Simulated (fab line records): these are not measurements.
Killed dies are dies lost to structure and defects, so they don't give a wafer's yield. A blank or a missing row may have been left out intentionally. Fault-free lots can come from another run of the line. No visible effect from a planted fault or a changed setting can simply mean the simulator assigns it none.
Which tool did it? | flow nand-harc | Sampling: 24 lots, 72 wafers, 6 of 1302 route steps

## WHAT EACH GAUGE READ, for each wafer
The record holds no reading of a measuring or inspecting step that can be judged against a usual standard deviation.

## WHICH TOOL RAN EACH LOT (tool, then ch and the chambers of the sampled wafers, then the start)
lot  | NHARC_A_STAIRCASE_TRIM_233                    | NHARC_A_STAIRCASE_ETCH_234                    | NHARC_A_STAIRCASE_ETCH_236                    | NHARC_A_STAIRCASE_DESCUM_270       | NHARC_A_STAIRCASE_ETCH_294                    | NHARC_A_STAIRCASE_DESCUM_312
L074 | rie-diel-01 ch 1,2, day 15 19:58 or earlier   | rie-diel-01 ch 1,2, day 15 19:58 or earlier   | rie-diel-01 ch 2,3, day 15 19:58 or earlier   | rie-diel-06 ch 1,2,3, day 15 19:58 | rie-diel-05 ch 0,1, day 16 08:07 or earlier   | rie-diel-01 ch 1,2, day 16 08:07
L075 | rie-diel-06 ch 2,3, day 16 17:52 or earlier   | rie-diel-06 ch 1,3, day 16 17:52 or earlier   | rie-diel-06 ch 0,1,3, day 16 17:52 or earlier | rie-diel-06 ch 0,2,3, day 16 17:52 | rie-diel-05 ch 0,2, day 17 07:53 or earlier   | rie-diel-01 ch 0,1,2, day 17 07:53
L076 | rie-diel-01 ch 2,3, day 16 22:07 or earlier   | rie-diel-01 ch 0,2,3, day 16 22:07 or earlier | rie-diel-01 ch 0,2,3, day 16 22:07 or earlier | rie-diel-06 ch 2,3, day 16 22:07   | rie-diel-05 ch 0,1,2, day 17 09:18 or earlier | rie-diel-01 ch 0,1, day 17 09:18
L077 | rie-diel-05 ch 0,1,2, day 17 05:56 or earlier | rie-diel-05 ch 0,2,3, day 17 05:56 or earlier | rie-diel-05 ch 0,1,3, day 17 05:56 or earlier | rie-diel-05 ch 0,2,3, day 17 05:56 | rie-diel-01 ch 0,1, day 17 18:40 or earlier   | rie-diel-05 ch 1,3, day 17 18:40
L078 | rie-diel-05 ch 0,1,2, day 18 03:26 or earlier | rie-diel-05 ch 0,1,3, day 18 03:26 or earlier | rie-diel-05 ch 0,2,3, day 18 03:26 or earlier | rie-diel-06 ch 1,2,3, day 18 03:26 | rie-diel-01 ch 0,1,3, day 18 17:24 or earlier | rie-diel-05 ch 0,1,3, day 18 17:24
L079 | rie-diel-01 ch 0,3, day 18 10:27 or earlier   | rie-diel-01 ch 0,1, day 18 10:27 or earlier   | rie-diel-01 ch 0,2, day 18 10:27 or earlier   | rie-diel-05 ch 0,2, day 18 10:27   | rie-diel-06 ch 0,1,3, day 18 22:21 or earlier | rie-diel-01 ch 0,1, day 18 22:21
L080 | rie-diel-05 ch 1,3, day 19 00:04 or earlier   | rie-diel-05 ch 0,1, day 19 00:04 or earlier   | rie-diel-05 ch 0,2, day 19 00:04 or earlier   | rie-diel-01 ch 1,2, day 19 00:04   | rie-diel-05 ch 0,2, day 19 14:07 or earlier   | rie-diel-06 ch 0,3, day 19 14:07
L081 | rie-diel-01 ch 0,1,3, day 19 10:48 or earlier | rie-diel-01 ch 0,3, day 19 10:48 or earlier   | rie-diel-01 ch 1,2, day 19 10:48 or earlier   | rie-diel-06 ch 0,2, day 19 10:48   | rie-diel-06 ch 0,2,3, day 19 21:52 or earlier | rie-diel-01 ch 0,2,3, day 19 21:52
L082 | rie-diel-05 ch 0,2,3, day 19 12:39 or earlier | rie-diel-05 ch 0,2,3, day 19 12:39 or earlier | rie-diel-05 ch 0,2,3, day 19 12:39 or earlier | rie-diel-05 ch 0,3, day 19 12:39   | rie-diel-01 ch 0,3, day 20 00:56 or earlier   | rie-diel-05 ch 1,2,3, day 20 00:56
L083 | rie-diel-05 ch 0,1,2, day 19 22:01 or earlier | rie-diel-05 ch 0,2,3, day 19 22:01 or earlier | rie-diel-05 ch 0,1,2, day 19 22:01 or earlier | rie-diel-05 ch 0,2,3, day 19 22:01 | rie-diel-06 ch 0,1,2, day 20 14:34 or earlier | rie-diel-05 ch 1,2,3, day 20 14:34
L085 | rie-diel-05 ch 2,3, day 20 14:55 or earlier   | rie-diel-05 ch 0,2,3, day 20 14:55 or earlier | rie-diel-05 ch 2,3, day 20 14:55 or earlier   | rie-diel-06 ch 1,2, day 20 14:55   | rie-diel-06 ch 0,3, day 21 02:25 or earlier   | rie-diel-05 ch 0,1, day 21 02:25
L084 | rie-diel-01 ch 1,3, day 20 16:43 or earlier   | rie-diel-01 ch 0,2,3, day 20 16:43 or earlier | rie-diel-01 ch 2,3, day 20 16:43 or earlier   | rie-diel-06 ch 0,3, day 20 16:43   | rie-diel-01 ch 1,2, day 21 10:03 or earlier   | rie-diel-05 ch 1,3, day 21 10:03
L086 | rie-diel-01 ch 0,1,2, day 20 22:56 or earlier | rie-diel-01 ch 0,1, day 20 22:56 or earlier   | rie-diel-01 ch 0,1,2, day 20 22:56 or earlier | rie-diel-05 ch 1,2,3, day 20 22:56 | rie-diel-01 ch 1,3, day 21 16:04 or earlier   | rie-diel-01 ch 1,2, day 21 16:04
L088 | rie-diel-06 ch 1,3, day 22 09:01 or earlier   | rie-diel-06 ch 0,1, day 22 09:01 or earlier   | rie-diel-06 ch 0,1,3, day 22 09:01 or earlier | rie-diel-05 ch 0,2,3, day 22 09:01 | rie-diel-01 ch 0,2, day 22 23:56 or earlier   | rie-diel-05 ch 1,2, day 22 23:56
L087 | rie-diel-06 ch 0,2,3, day 22 11:20 or earlier | rie-diel-06 ch 0,1,3, day 22 11:20 or earlier | rie-diel-06 ch 0,3, day 22 11:20 or earlier   | rie-diel-05 ch 1,2,3, day 22 11:20 | rie-diel-06 ch 2,3, day 23 03:17 or earlier   | rie-diel-06 ch 0,3, day 23 03:17
L089 | rie-diel-05 ch 0,1,2, day 22 15:18 or earlier | rie-diel-05 ch 0,1,2, day 22 15:18 or earlier | rie-diel-05 ch 0,2, day 22 15:18 or earlier   | rie-diel-06 ch 0,1,2, day 22 15:18 | rie-diel-05 ch 0,1, day 23 03:37 or earlier   | rie-diel-01 ch 0,1,2, day 23 03:37
L091 | rie-diel-01 ch 1,2,3, day 23 01:17 or earlier | rie-diel-01 ch 0,2,3, day 23 01:17 or earlier | rie-diel-01 ch 1,2, day 23 01:17 or earlier   | rie-diel-01 ch 1,2, day 23 01:17   | rie-diel-06 ch 0,2,3, day 23 13:00 or earlier | rie-diel-05 ch 0,2, day 23 13:00
L090 | rie-diel-05 ch 0,2,3, day 23 01:39 or earlier | rie-diel-05 ch 0,1,3, day 23 01:39 or earlier | rie-diel-05 ch 0,1,3, day 23 01:39 or earlier | rie-diel-06 ch 1,2, day 23 01:39   | rie-diel-01 ch 0,1,2, day 23 13:33 or earlier | rie-diel-01 ch 0,1,2, day 23 13:33
L092 | rie-diel-05 ch 1,2, day 23 23:58 or earlier   | rie-diel-05 ch 1,2,3, day 23 23:58 or earlier | rie-diel-05 ch 1,2,3, day 23 23:58 or earlier | rie-diel-01 ch 2,3, day 23 23:58   | rie-diel-05 ch 0,2,3, day 24 14:41 or earlier | rie-diel-05 ch 1,2,3, day 24 14:41
L093 | rie-diel-01 ch 1,2,3, day 24 02:43 or earlier | rie-diel-01 ch 0,1,3, day 24 02:43 or earlier | rie-diel-01 ch 1,2,3, day 24 02:43 or earlier | rie-diel-06 ch 0,2,3, day 24 02:43 | rie-diel-06 ch 0,1,3, day 24 18:44 or earlier | rie-diel-05 ch 1,2,3, day 24 18:44
L094 | rie-diel-05 ch 1,2, day 24 18:50 or earlier   | rie-diel-05 ch 0,1,3, day 24 18:50 or earlier | rie-diel-05 ch 0,1, day 24 18:50 or earlier   | rie-diel-05 ch 0,2,3, day 24 18:50 | rie-diel-01 ch 0,3, day 25 07:28 or earlier   | rie-diel-01 ch 0,3, day 25 07:28
L095 | rie-diel-06 ch 0,1,2, day 24 19:02 or earlier | rie-diel-06 ch 2,3, day 24 19:02 or earlier   | rie-diel-06 ch 0,2, day 24 19:02 or earlier   | rie-diel-01 ch 0,1,2, day 24 19:02 | rie-diel-05 ch 0,3, day 25 07:18 or earlier   | rie-diel-05 ch 0,1,3, day 25 07:18
L096 | rie-diel-05 ch 1,2,3, day 25 14:22 or earlier | rie-diel-05 ch 0,1, day 25 14:22 or earlier   | rie-diel-05 ch 0,2,3, day 25 14:22 or earlier | rie-diel-06 ch 1,2,3, day 25 14:22 | rie-diel-06 ch 1,3, day 26 02:36 or earlier   | rie-diel-01 ch 0,1,3, day 26 02:36
L097 | rie-diel-01 ch 2,3, day 26 01:51 or earlier   | rie-diel-01 ch 0,1,3, day 26 01:51 or earlier | rie-diel-01 ch 0,1,3, day 26 01:51 or earlier | rie-diel-05 ch 0,1, day 26 01:51   | rie-diel-05 ch 2,3, day 26 15:12 or earlier   | rie-diel-05 ch 0,1,3, day 26 15:12
- NHARC_A_STAIRCASE_TRIM_233: chemistry O2, time 211.2 s.
- NHARC_A_STAIRCASE_ETCH_234: etches the open film in C4F8/O2, target depth 100 nm, time 40.5 s.
- NHARC_A_STAIRCASE_ETCH_236: etches the open film in C4F8/O2, target depth 100 nm, time 40.5 s.
- NHARC_A_STAIRCASE_DESCUM_270: chemistry O2, time 3 s.
- NHARC_A_STAIRCASE_ETCH_294: etches the open film in C4F8/O2/Ar, target depth 4989 nm, time 1211.6 s.
- NHARC_A_STAIRCASE_DESCUM_312: chemistry O2, time 3 s.

## AS READ BY THE TOOLS THEMSELVES (means over the sampled wafers that have a number; for cases with no such wafer, the mark the record gives instead)
NHARC_A_STAIRCASE_TRIM_233. Usual: drypump-motor-current-A 5.5 A, standard deviation 0.65; oes-product-au 0.998 a.u., standard deviation 0.011; rf-vpp-V 57.7 V, standard deviation 0.84; showerhead-plenum-p-Torr 3.50 Torr, standard deviation 0.14; throttle-valve-pct 17.035 %, standard deviation 0.0087.
lot  | tool        | drypump-motor-current-A (A) | oes-product-au (a.u.) | rf-vpp-V (V) | showerhead-plenum-p-Torr (Torr) | throttle-valve-pct (%) | flag
L074 | rie-diel-01 | 6.0                         | 1.001                 | 57.1         | 3.54                            | 17.029                 |
L075 | rie-diel-06 | 6.0                         | 0.994                 | 57.4         | 3.37                            | 17.034                 |
L076 | rie-diel-01 | 5.4                         | 0.990                 | 57.4         | 3.46                            | 17.027                 |
L077 | rie-diel-05 | 5.5                         | 0.998                 | 57.8         | 3.43                            | 17.035                 |
L078 | rie-diel-05 | 5.5                         | 1.003                 | 58.1         | 3.42                            | 17.037                 |
L079 | rie-diel-01 | 5.3                         | 1.001                 | 58.2         | 3.46                            | 17.038                 |
L080 | rie-diel-05 | 4.9                         | 1.011                 | 58.6         | 3.67                            | 17.030                 |
L081 | rie-diel-01 | 5.7                         | 0.998                 | 56.9         | 3.48                            | 17.024                 |
L082 | rie-diel-05 | 5.5                         | 0.994                 | 58.0         | 3.56                            | 17.039                 |
L083 | rie-diel-05 | 5.5                         | 1.003                 | 58.0         | 3.42                            | 17.035                 |
L085 | rie-diel-05 | 5.8                         | 0.990                 | 57.8         | 3.54                            | 17.038                 |
L084 | rie-diel-01 | 6.1                         | 1.010                 | 57.8         | 3.49                            | 17.033                 |
L086 | rie-diel-01 | 6.0                         | 0.997                 | 57.6         | 3.52                            | 17.037                 |
L088 | rie-diel-06 | 5.8                         | 0.997                 | 58.2         | 3.66                            | 17.029                 |
L087 | rie-diel-06 | 5.7                         | 0.996                 | 57.5         | 3.64                            | 17.037                 |
L089 | rie-diel-05 | 5.5                         | 1.009                 | 57.4         | 3.41                            | 17.034                 |
L091 | rie-diel-01 | 5.8                         | 0.990                 | 56.7         | 3.46                            | 17.036                 |
L090 | rie-diel-05 | 5.5                         | 0.990                 | 57.9         | 3.55                            | 17.034                 |
L092 | rie-diel-05 | 5.3                         | 1.011                 | 57.5         | 3.37                            | 17.029                 |
L093 | rie-diel-01 | 5.8                         | 0.990                 | 57.7         | 3.45                            | 17.042                 |
L094 | rie-diel-05 | 5.3                         | 1.006                 | 56.8         | 3.37                            | 17.037                 |
L095 | rie-diel-06 | 5.4                         | 1.002                 | 58.5         | 3.56                            | 17.042                 |
L096 | rie-diel-05 | 5.3                         | 0.999                 | 57.2         | 3.50                            | 17.043                 |
L097 | rie-diel-01 | 5.2                         | 0.998                 | 57.3         | 3.38                            | 17.035                 |

NHARC_A_STAIRCASE_ETCH_234. Usual: oes-product-au 0.944 a.u., standard deviation 0.012; rf-vpp-V 895 V, standard deviation 5.1.
lot  | tool        | oes-product-au (a.u.) | rf-vpp-V (V) | flag
L074 | rie-diel-01 | 0.944                 | 896          |
L075 | rie-diel-06 | 0.949                 | 896          |
L076 | rie-diel-01 | 0.942                 | 894          |
L077 | rie-diel-05 | 0.941                 | 891          |
L078 | rie-diel-05 | 0.945                 | 891          |
L079 | rie-diel-01 | 0.950                 | 897          |
L080 | rie-diel-05 | 0.963                 | 892          |
L081 | rie-diel-01 | 0.957                 | 894          |
L082 | rie-diel-05 | 0.931                 | 898          |
L083 | rie-diel-05 | 0.941                 | 897          |
L085 | rie-diel-05 | 0.943                 | 897          |
L084 | rie-diel-01 | 0.936                 | 893          |
L086 | rie-diel-01 | 0.945                 | 896          |
L088 | rie-diel-06 | 0.941                 | 901          |
L087 | rie-diel-06 | 0.943                 | 901          |
L089 | rie-diel-05 | 0.941                 | 892          |
L091 | rie-diel-01 | 0.935                 | 892          |
L090 | rie-diel-05 | 0.948                 | 897          |
L092 | rie-diel-05 | 0.940                 | 896          |
L093 | rie-diel-01 | 0.952                 | 894          |
L094 | rie-diel-05 | 0.943                 | 896          |
L095 | rie-diel-06 | 0.935                 | 897          |
L096 | rie-diel-05 | 0.944                 | 892          |
L097 | rie-diel-01 | 0.944                 | 894          |

NHARC_A_STAIRCASE_ETCH_236. Usual: oes-product-au 0.944 a.u., standard deviation 0.012; rf-vpp-V 895 V, standard deviation 5.1.
lot  | tool        | oes-product-au (a.u.) | rf-vpp-V (V) | flag
L074 | rie-diel-01 | 0.941                 | 891          |
L075 | rie-diel-06 | 0.941                 | 896          |
L076 | rie-diel-01 | 0.941                 | 895          |
L077 | rie-diel-05 | 0.942                 | 891          |
L078 | rie-diel-05 | 0.953                 | 891          |
L079 | rie-diel-01 | 0.940                 | 895          |
L080 | rie-diel-05 | 0.940                 | 893          |
L081 | rie-diel-01 | 0.937                 | 896          |
L082 | rie-diel-05 | 0.937                 | 897          |
L083 | rie-diel-05 | 0.941                 | 892          |
L085 | rie-diel-05 | 0.940                 | 901          |
L084 | rie-diel-01 | 0.923                 | 891          |
L086 | rie-diel-01 | 0.951                 | 896          |
L088 | rie-diel-06 | 0.947                 | 902          |
L087 | rie-diel-06 | 0.957                 | 904          |
L089 | rie-diel-05 | 0.936                 | 893          |
L091 | rie-diel-01 | 0.942                 | 895          |
L090 | rie-diel-05 | 0.947                 | 896          |
L092 | rie-diel-05 | 0.947                 | 895          |
L093 | rie-diel-01 | 0.946                 | 894          |
L094 | rie-diel-05 | 0.944                 | 891          |
L095 | rie-diel-06 | 0.953                 | 896          |
L096 | rie-diel-05 | 0.934                 | 896          |
L097 | rie-diel-01 | 0.951                 | 893          |

NHARC_A_STAIRCASE_DESCUM_270. Usual: drypump-motor-current-A 5.6 A, standard deviation 0.63; oes-product-au 0.997 a.u., standard deviation 0.0099; rf-vpp-V 57.8 V, standard deviation 0.93; showerhead-plenum-p-Torr 1.90 Torr, standard deviation 0.089; throttle-valve-pct 11.312 %, standard deviation 0.0085.
lot  | tool        | drypump-motor-current-A (A) | oes-product-au (a.u.) | rf-vpp-V (V) | showerhead-plenum-p-Torr (Torr) | throttle-valve-pct (%) | flag
L074 | rie-diel-06 | 5.7                         | 0.997                 | 57.3         | 1.88                            | 11.312                 |
L075 | rie-diel-06 | 5.7                         | 0.997                 | 57.7         | 1.89                            | 11.314                 |
L076 | rie-diel-06 | 6.0                         | 1.001                 | 58.4         | 1.82                            | 11.311                 |
L077 | rie-diel-05 | 5.5                         | 0.989                 | 59.0         | 1.83                            | 11.310                 |
L078 | rie-diel-06 | 5.6                         | 0.998                 | 57.4         | 1.88                            | 11.311                 |
L079 | rie-diel-05 | 6.0                         | 0.995                 | 57.2         | 1.86                            | 11.310                 |
L080 | rie-diel-01 | 6.4                         | 1.001                 | 57.4         | 1.92                            | 11.315                 |
L081 | rie-diel-06 | 5.4                         | 1.007                 | 58.0         | 1.95                            | 11.314                 |
L082 | rie-diel-05 | 5.0                         | 0.993                 | 58.5         | 2.01                            | 11.318                 |
L083 | rie-diel-05 | 5.5                         | 0.990                 | 57.9         | 1.93                            | 11.314                 |
L085 | rie-diel-06 | 5.2                         | 0.990                 | 57.5         | 1.90                            | 11.310                 |
L084 | rie-diel-06 | 6.2                         | 0.988                 | 57.7         | 1.84                            | 11.315                 |
L086 | rie-diel-05 | 5.3                         | 0.994                 | 58.5         | 1.91                            | 11.318                 |
L088 | rie-diel-05 | 5.5                         | 0.989                 | 57.6         | 1.93                            | 11.320                 |
L087 | rie-diel-05 | 5.3                         | 1.001                 | 57.5         | 1.91                            | 11.307                 |
L089 | rie-diel-06 | 5.4                         | 1.001                 | 57.3         | 1.94                            | 11.307                 |
L091 | rie-diel-01 | 6.0                         | 0.990                 | 57.8         | 1.90                            | 11.314                 |
L090 | rie-diel-06 | 5.2                         | 1.005                 | 57.3         | 1.90                            | 11.304                 |
L092 | rie-diel-01 | 5.4                         | 0.984                 | 57.6         | 1.86                            | 11.303                 |
L093 | rie-diel-06 | 5.7                         | 1.005                 | 58.0         | 1.97                            | 11.312                 |
L094 | rie-diel-05 | 5.5                         | 0.987                 | 57.6         | 1.92                            | 11.308                 |
L095 | rie-diel-01 | 6.0                         | 1.003                 | 58.2         | 1.90                            | 11.313                 |
L096 | rie-diel-06 | 5.7                         | 0.996                 | 57.6         | 1.96                            | 11.312                 |
L097 | rie-diel-05 | 5.1                         | 1.000                 | 57.9         | 1.84                            | 11.301                 |

NHARC_A_STAIRCASE_ETCH_294. Usual: oes-product-au 0.930 a.u., standard deviation 0.011; rf-vpp-V 1825 V, standard deviation 11.
lot  | tool        | oes-product-au (a.u.) | rf-vpp-V (V) | flag
L074 | rie-diel-05 | 0.939                 | 1819         |
L075 | rie-diel-05 | 0.937                 | 1820         |
L076 | rie-diel-05 | 0.925                 | 1820         |
L077 | rie-diel-01 | 0.932                 | 1829         |
L078 | rie-diel-01 | 0.930                 | 1824         |
L079 | rie-diel-06 | 0.924                 | 1827         |
L080 | rie-diel-05 | 0.923                 | 1820         |
L081 | rie-diel-06 | 0.930                 | 1823         |
L082 | rie-diel-01 | 0.927                 | 1818         |
L083 | rie-diel-06 | 0.943                 | 1831         |
L085 | rie-diel-06 | 0.931                 | 1827         |
L084 | rie-diel-01 | 0.926                 | 1827         |
L086 | rie-diel-01 | 0.940                 | 1823         |
L088 | rie-diel-01 | 0.925                 | 1825         |
L087 | rie-diel-06 | 0.939                 | 1838         |
L089 | rie-diel-05 | 0.928                 | 1819         |
L091 | rie-diel-06 | 0.925                 | 1835         |
L090 | rie-diel-01 | 0.919                 | 1827         |
L092 | rie-diel-05 | 0.930                 | 1827         |
L093 | rie-diel-06 | 0.932                 | 1837         |
L094 | rie-diel-01 | 0.955                 | 1820         |
L095 | rie-diel-05 | 0.928                 | 1829         |
L096 | rie-diel-06 | 0.938                 | 1841         |
L097 | rie-diel-05 | 0.923                 | 1836         |

NHARC_A_STAIRCASE_DESCUM_312. Usual: drypump-motor-current-A 5.6 A, standard deviation 0.67; oes-product-au 0.999 a.u., standard deviation 0.01; rf-vpp-V 57.7 V, standard deviation 0.86; showerhead-plenum-p-Torr 1.89 Torr, standard deviation 0.078; throttle-valve-pct 11.313 %, standard deviation 0.0093.
lot  | tool        | drypump-motor-current-A (A) | oes-product-au (a.u.) | rf-vpp-V (V) | showerhead-plenum-p-Torr (Torr) | throttle-valve-pct (%) | flag
L074 | rie-diel-01 | 6.0                         | 1.005                 | 57.3         | 1.91                            | 11.301                 |
L075 | rie-diel-01 | 6.0                         | 0.995                 | 58.2         | 1.92                            | 11.304                 |
L076 | rie-diel-01 | 6.3                         | 1.005                 | 57.1         | 1.93                            | 11.313                 |
L077 | rie-diel-05 | 4.9                         | 0.985                 | 57.4         | 1.79                            | 11.312                 |
L078 | rie-diel-05 | 5.0                         | 1.005                 | 58.0         | 1.93                            | 11.324                 |
L079 | rie-diel-01 | 5.9                         | 0.998                 | 57.7         | 1.92                            | 11.308                 |
L080 | rie-diel-06 | 6.2                         | 1.004                 | 56.7         | 1.85                            | 11.317                 |
L081 | rie-diel-01 | 5.4                         | 0.987                 | 58.0         | 1.87                            | 11.317                 |
L082 | rie-diel-05 | 5.3                         | 0.996                 | 58.5         | 1.91                            | 11.311                 |
L083 | rie-diel-05 | 5.3                         | 0.994                 | 57.7         | 1.91                            | 11.312                 |
L085 | rie-diel-05 | 5.1                         | 1.005                 | 58.3         | 1.85                            | 11.303                 |
L084 | rie-diel-05 | 4.8                         | 1.012                 | 58.9         | 1.90                            | 11.310                 |
L086 | rie-diel-01 | 6.0                         | 0.992                 | 57.8         | 1.90                            | 11.315                 |
L088 | rie-diel-05 | 5.3                         | 1.006                 | 58.4         | 1.83                            | 11.305                 |
L087 | rie-diel-06 | 5.9                         | 1.001                 | 58.9         | 2.01                            | 11.308                 |
L089 | rie-diel-01 | 6.0                         | 0.994                 | 57.2         | 1.90                            | 11.320                 |
L091 | rie-diel-05 | 5.6                         | 0.994                 | 57.2         | 1.86                            | 11.312                 |
L090 | rie-diel-01 | 6.0                         | 1.004                 | 57.6         | 1.90                            | 11.311                 |
L092 | rie-diel-05 | 5.3                         | 0.992                 | 57.3         | 1.90                            | 11.308                 |
L093 | rie-diel-05 | 5.4                         | 1.004                 | 57.3         | 1.90                            | 11.306                 |
L094 | rie-diel-01 | 5.1                         | 1.003                 | 57.3         | 1.83                            | 11.307                 |
L095 | rie-diel-05 | 5.0                         | 1.003                 | 57.5         | 1.91                            | 11.309                 |
L096 | rie-diel-01 | 5.7                         | 1.000                 | 57.2         | 1.87                            | 11.304                 |
L097 | rie-diel-05 | 5.0                         | 0.996                 | 58.5         | 1.91                            | 11.311                 |

## THE ANSWER, worked out from the rows above alone
Rule: take the mean of a lot's wafers that have a number; if it is more than 3 standard deviations from the usual mean, the lot is off. Also off: a lot with no number at a reading for which 4 or more lots have one. All remaining lots with rows at the step are treated as sound. First the gauges in route order, then the tools' own readings, where a lot's mean is used as printed above. At the first step where some lot is off, the reading lying furthest off is the one used; lots without a number count as furthest.
No lot is off on any of the readings shown, so nothing can be concluded from this.

## WHAT HAD BEEN PUT IN BY THE SIMULATOR
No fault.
